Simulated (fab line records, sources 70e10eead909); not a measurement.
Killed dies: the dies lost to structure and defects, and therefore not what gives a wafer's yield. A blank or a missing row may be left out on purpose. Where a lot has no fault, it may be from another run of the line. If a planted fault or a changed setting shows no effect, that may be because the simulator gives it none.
Which tool is to blame?    flow nand harc    12 lots, 36 wafers sampled, at 5 steps of a route of 1302

WHAT THE GAUGES SHOWED, per wafer
NHARC_END_SORT_01.
lot   measured      on         killed at array  killed at other  killed at periphery  killed dies  killed open  killed short
L306  day 27 18:48  prober-02  83 103 670       2 1 0            1 2 7                86 106 677   2 3 2        4 2 2
L308  day 28 19:53  prober-01  672 50 674       1 0 0            4 2 3                677 52 677   5 0 3        2 2 3

WHICH TOOL RAN EACH LOT (tool, then ch and the chambers of the sampled wafers, then the start)
lot   NHARC_A_STAIRCASE_TRIM_14           NHARC_A_STAIRCASE_ETCH_15                    NHARC_A_STAIRCASE_ETCH_21                      NHARC_A_STAIRCASE_ETCH_23
L299  rie diel-02 ch 0,2, day 15 17:25    rie diel-02 ch 0,1,2, no start               rie diel-02 ch 0,1,2, no start                 rie diel-02 ch 0,2,3, no start
L306  rie diel-02 ch 0,2,3, day 19 07:22  rie diel-02 ch 0,1, day 27 18:48 or earlier  rie diel-02 ch 1,2, day 27 18:48 or earlier    rie diel-02 ch 0,2,3, day 27 18:48 or earlier
L308  rie diel-02 ch 0,3, day 20 03:32    rie diel-02 ch 2,3, day 28 19:53 or earlier  rie diel-02 ch 1,2,3, day 28 19:53 or earlier  rie diel-02 ch 1,2,3, day 28 19:53 or earlier
L311  rie diel-09 ch 0,1,2, day 20 11:20  rie diel-09 ch 0,1,2, no start               rie diel-02 ch 0,3, no start                   rie diel-02 ch 2,3, no start
L312  rie diel-10 ch 0,1,3, day 21 17:58  rie diel-10 ch 0,3, no start                 rie diel-10 ch 0,1,2, no start                 rie diel-10 ch 0,2,3, no start
L313  rie diel-10 ch 2,3, day 21 18:42    rie diel-10 ch 0,3, no start                 rie diel-02 ch 2,3, no start                   rie diel-02 ch 0,1,3, no start
L314  rie diel-10 ch 0,1,3, day 22 13:29  rie diel-10 ch 0,2,3, no start               rie diel-02 ch 1,2,3, no start                 rie diel-02 ch 1,2,3, no start
L317  rie diel-09 ch 0,1,2, day 23 03:43  rie diel-09 ch 0,2,3, no start               rie diel-09 ch 0,2,3, no start                 rie diel-09 ch 0,1,3, no start
L316  rie diel-02 ch 0,1,2, day 23 04:07  rie diel-02 ch 0,3, no start                 rie diel-02 ch 1,3, no start                   rie diel-02 ch 0,2, no start
L318  rie diel-10 ch 0,2,3, day 24 04:43  rie diel-10 ch 1,2,3, no start               rie diel-09 ch 0,2,3, no start                 rie diel-09 ch 2,3, no start
L319  rie diel-09 ch 0,2,3, day 24 05:50  rie diel-09 ch 0,2,3, no start               rie diel-10 ch 0,2,3, no start                 rie diel-10 ch 0,1,2, no start
L320  rie diel-02 ch 0, day 24 19:31      rie diel-10 ch 1,3, day 24 19:55             rie diel-09 ch 0,1,3, no start                 rie diel-09 ch 0,1,3, no start
- NHARC_A_STAIRCASE_TRIM_14: chemistry O2, time 211.2 s.
- NHARC_A_STAIRCASE_ETCH_15: etches the open film in C4F8/O2, target depth 100 nm, time 40.5 s.
- NHARC_A_STAIRCASE_ETCH_21: etches the open film in C4F8/O2, target depth 100 nm, time 40.5 s.
- NHARC_A_STAIRCASE_ETCH_23: etches the open film in C4F8/O2, target depth 100 nm, time 40.5 s.

AS READ BY THE TOOLS THEMSELVES (means over the sampled wafers that have a number; for cases with no such wafer, the mark the record gives instead)
NHARC_A_STAIRCASE_TRIM_14.
lot   tool         drypump motor current A (A)  oes product au (a.u.)  rf vpp V (V)  showerhead plenum p Torr (Torr)  throttle valve pct (%)
L299  rie diel-02  6.4                          0.999                  58.4          3.78                             17.038
L306  rie diel-02  6.0                          1.137                  57.4          3.65                             17.036
L308  rie diel-02  5.7                          1.289                  57.8          3.52                             17.036
L311  rie diel-09  6.2                          0.998                  57.2          3.41                             17.030
L312  rie diel-10  5.7                          0.997                  58.9          3.48                             17.042
L313  rie diel-10  5.9                          0.999                  57.4          3.46                             17.044
L314  rie diel-10  5.6                          0.997                  58.0          3.48                             17.025
L317  rie diel-09  6.1                          1.009                  57.8          3.40                             17.045
L316  rie diel-02  6.2                          0.999                  58.1          3.70                             17.032
L318  rie diel-10  5.9                          0.989                  58.0          3.44                             17.035
L319  rie diel-09  6.0                          1.000                  57.0          3.42                             17.034
L320  rie diel-02  6.1                          1.000                  58.7          3.75                             17.041

NHARC_A_STAIRCASE_ETCH_15.
lot   tool         oes product au (a.u.)  rf fwd power W (W)  rf vpp V (V)
L299  rie diel-02  0.950                  595                 904
L306  rie diel-02  0.961                  595                 901
L308  rie diel-02  0.942                  593                 897
L311  rie diel-09  0.935                  591                 892
L312  rie diel-10  0.917                  591                 893
L313  rie diel-10  0.934                  594                 892
L314  rie diel-10  0.926                  594                 893
L317  rie diel-09  0.935                  592                 893
L316  rie diel-02  0.927                  595                 895
L318  rie diel-10  0.938                  590                 894
L319  rie diel-09  0.947                  595                 892
L320  rie diel-10  0.997                  591                 894

NHARC_A_STAIRCASE_ETCH_21.
lot   tool         oes product au (a.u.)  rf fwd power W (W)  rf vpp V (V)
L299  rie diel-02  0.943                  595                 902
L306  rie diel-02  0.944                  595                 903
L308  rie diel-02  0.939                  595                 898
L311  rie diel-02  0.938                  594                 895
L312  rie diel-10  0.938                  591                 894
L313  rie diel-02  0.936                  594                 899
L314  rie diel-02  0.940                  595                 898
L317  rie diel-09  0.947                  596                 892
L316  rie diel-02  0.933                  593                 894
L318  rie diel-09  0.949                  592                 893
L319  rie diel-10  0.936                  591                 893
L320  rie diel-09  0.946                  590                 893

NHARC_A_STAIRCASE_ETCH_23.
lot   tool         oes product au (a.u.)  rf fwd power W (W)  rf vpp V (V)
L299  rie diel-02  0.942                  592                 900
L306  rie diel-02  0.933                  595                 901
L308  rie diel-02  0.945                  593                 897
L311  rie diel-02  0.935                  595                 894
L312  rie diel-10  0.937                  594                 893
L313  rie diel-02  0.944                  593                 898
L314  rie diel-02  0.951                  593                 897
L317  rie diel-09  0.942                  589                 894
L316  rie diel-02  0.940                  594                 903
L318  rie diel-09  0.937                  594                 893
L319  rie diel-10  0.941                  590                 894
L320  rie diel-09  0.951                  592                 895

THE ANSWER, worked out from the rows above alone
Rule: the usual values come from the lots themselves. Put in order of their means at a reading, lots are off if they are a third of the lots or fewer, leave a main group of 4 or more, and stand apart from it by a gap of 3 or more times the standard deviation of the main group's means; of several such gaps the widest counts. The tables above print the reading to a certain number of digits; a main group whose means all agree to those digits is not used. A lot without any number at a reading at which 4 lots or more have one is off too. All remaining lots with rows at the step are treated as sound. Order of review: gauges by route order, followed by the tools' own readings, for which a lot's mean as printed above is used. At the first step where some lot is off, the reading lying furthest off is the one used; lots without a number count as furthest.
Off: L306, L308 (NHARC_A_STAIRCASE_TRIM_14, oes product au). The main group has a mean of 0.999 a.u. with a standard deviation of 0.0046.
If a tool, at that step or one of the process steps before it, ran each lot that is off and ran no sound lot following the first of them, it fits. Not one of the candidates tried fits.

WHAT WAS PUT IN BY THE SIMULATOR
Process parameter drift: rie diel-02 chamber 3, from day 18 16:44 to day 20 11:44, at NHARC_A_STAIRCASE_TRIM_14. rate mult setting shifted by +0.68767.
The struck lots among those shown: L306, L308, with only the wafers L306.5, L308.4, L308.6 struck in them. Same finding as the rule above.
